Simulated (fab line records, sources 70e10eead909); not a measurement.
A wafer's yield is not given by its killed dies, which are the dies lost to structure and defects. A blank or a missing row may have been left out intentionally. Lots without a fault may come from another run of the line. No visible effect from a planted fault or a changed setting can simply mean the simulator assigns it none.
Matching of chambers    flow nand-harc    NHARC_A_ONON_D1_DEP_33 on pecvd-04: 3 sister chambers
The step deposits SiO2, target thk 200 nm. 3 wafers are shown with their chamber, then 7 later ones without.

WAFERS PAIRED WITH THEIR CHAMBERS
wafer   chamber  throttle-valve-pct (%)
L301.6  1        16.2
L305.1  2        15.6
L305.2  0        15.4

WAFERS WITHOUT THEIR CHAMBER
wafer   throttle-valve-pct (%)
L305.4  15.6
L307.1  15.5
L307.3  15.7
L307.5  15.7
L310.1  15.5
L310.2  16.5
L310.3  15.5

THE CHAMBER EACH PASSED THROUGH
wafer   from the rows above      in truth
L305.4  can't be placed: 2 or 0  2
L307.1  can't be placed: 0 or 2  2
L307.3  can't be placed: 2 or 0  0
L307.5  can't be placed: 2 or 0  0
L310.1  can't be placed: 0 or 2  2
L310.2  1                        1
L310.3  can't be placed: 0 or 2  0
Correctly placed: 1 of 7. From these rows, 6 cannot be placed; in 6 the true chamber is one of the candidates. Wrongly placed: 0.
How it was worked out, from the rows above alone: a wafer's distance from a chamber is the root of the sum, over the readings, of the square of ((its reading less the chamber's mean) divided by the reading's scatter). If the next closest chamber is less than 2 further off than the closest, the wafer can't be placed; otherwise it belongs to the closest. A chamber's mean is the mean of its shown wafers. The scatter: with one shown wafer a chamber, the root of the mean of the squares of how far each hidden wafer lies from its nearest shown one.
